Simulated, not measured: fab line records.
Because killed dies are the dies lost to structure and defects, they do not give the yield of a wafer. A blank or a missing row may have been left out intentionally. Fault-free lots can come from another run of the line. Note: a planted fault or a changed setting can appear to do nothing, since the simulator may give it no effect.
A struck lot beside a sound one ; flow nand harc ; 14 steps out of a route of 1159
Sound: the wafers L933.2, L933.3, L933.6. Struck: wafers L938.1, L938.2, L938.6. At the end, the cause is stated.
Each step with rows lists, per side, the tool, then ch with its chambers, then its first start. Under that, the readings that differ: sound wafers ; struck wafers ; difference of the means ; sigmas: that difference in standard deviations of wafers without a fault.
alike: words and numbers the same on both sides, and readings whose means are apart by under 2 such deviations; not compared: readings that were withheld, readings missing a value for some wafer, numbers with overlapping values and no deviation given by the record, and bounds like >300 which may hide the same value.
Wherever a step has rows on one side only, a row that says differs or no value, or a row with sigmas, the two part there. When numbers do not overlap yet have no deviation, they are printed without sigmas and do not part them. A reading missing from all wafers of one side parts the sides only when that side holds two or more wafers.

NHARC_A_SOURCE_PLATE_THK_MEAS_09: measures by ellipsometry.
  sound on film metro-02 at day 8 11:36; struck on film metro-02 at day 10 08:15
  alike: thk nm
then, 3 steps without rows for these wafers: NHARC_A_SOURCE_PLATE_PVD_04 (deposits WSi2, target thk 50 nm); NHARC_A_SOURCE_PLATE_CVD_03 (deposits poly-Si, target thk 200 nm, time 4000 s); NHARC_A_SOURCE_PLATE_ANNEAL_05 (time 1800 s).
NHARC_A_SOURCE_PLATE_THK_MEAS_06: measures by ellipsometry.
  sound on film metro-01 at day 9 01:13; struck on film metro-02 at day 10 23:43
  alike: thk nm
NHARC_A_SOURCE_PLATE_INSPECT_08:
  sound on defect inspect-02 at day 9 01:17; struck on defect inspect-02 at day 10 23:49
reading;sound;struck;difference;sigmas
raw defect count;31 23 23;66 87 77;+51;+2
next comes 1 step that has no rows for these wafers: NHARC_A_ONON_D1_DEP_00 (target thickness 1000 nm).
NHARC_A_ONON_D1_THK_MEAS_02: measures by ellipsometry.
  sound on film metro-02 at day 9 01:52; struck on film metro-02 at day 11 00:23
  alike: thk nm
next comes 1 step that has no rows for these wafers: NHARC_A_ONON_D1_DEP_03 (target thickness 1000 nm).
NHARC_A_ONON_D1_THK_MEAS_05: measures by ellipsometry.
  sound on film metro-02 at day 9 02:26; struck on film metro-02 at day 11 00:56
  alike: thk nm
NHARC_A_ONON_D1_DEP_06: target thk 1000 nm.
  sound on pecvd onon-03 ch 0, day 9 02:33; struck on pecvd onon-03 ch 0, day 11 01:00
  alike: nh3 flow sccm, sih4 flow sccm
NHARC_A_ONON_D1_THK_MEAS_08: measures by ellipsometry.
  sound on film metro-02 at day 9 03:00; struck on film metro-01 at day 11 01:31
reading;sound;struck;difference;sigmas
thk nm (nm);995 994 993;638 637 639;-356;-30
next comes 1 step that has no rows for these wafers: NHARC_A_ONON_D1_DEP_09 (target thickness 1000 nm).
-- break in the record here, with 12 days between the starts of the struck wafers on either side (left off in module A_ONON_D1, picked up again in module END, where the first step shown is number 1159 on the route) --
NHARC_END_SORT_01:
  here the record holds rows for the struck wafers (prober-02 ch 0, day 22 20:46) but none for the sound ones

## WHERE THEY PART
Earliest at NHARC_A_SOURCE_PLATE_INSPECT_08; latest, in this record, at NHARC_END_SORT_01.

WHY: what had been put in by the simulator
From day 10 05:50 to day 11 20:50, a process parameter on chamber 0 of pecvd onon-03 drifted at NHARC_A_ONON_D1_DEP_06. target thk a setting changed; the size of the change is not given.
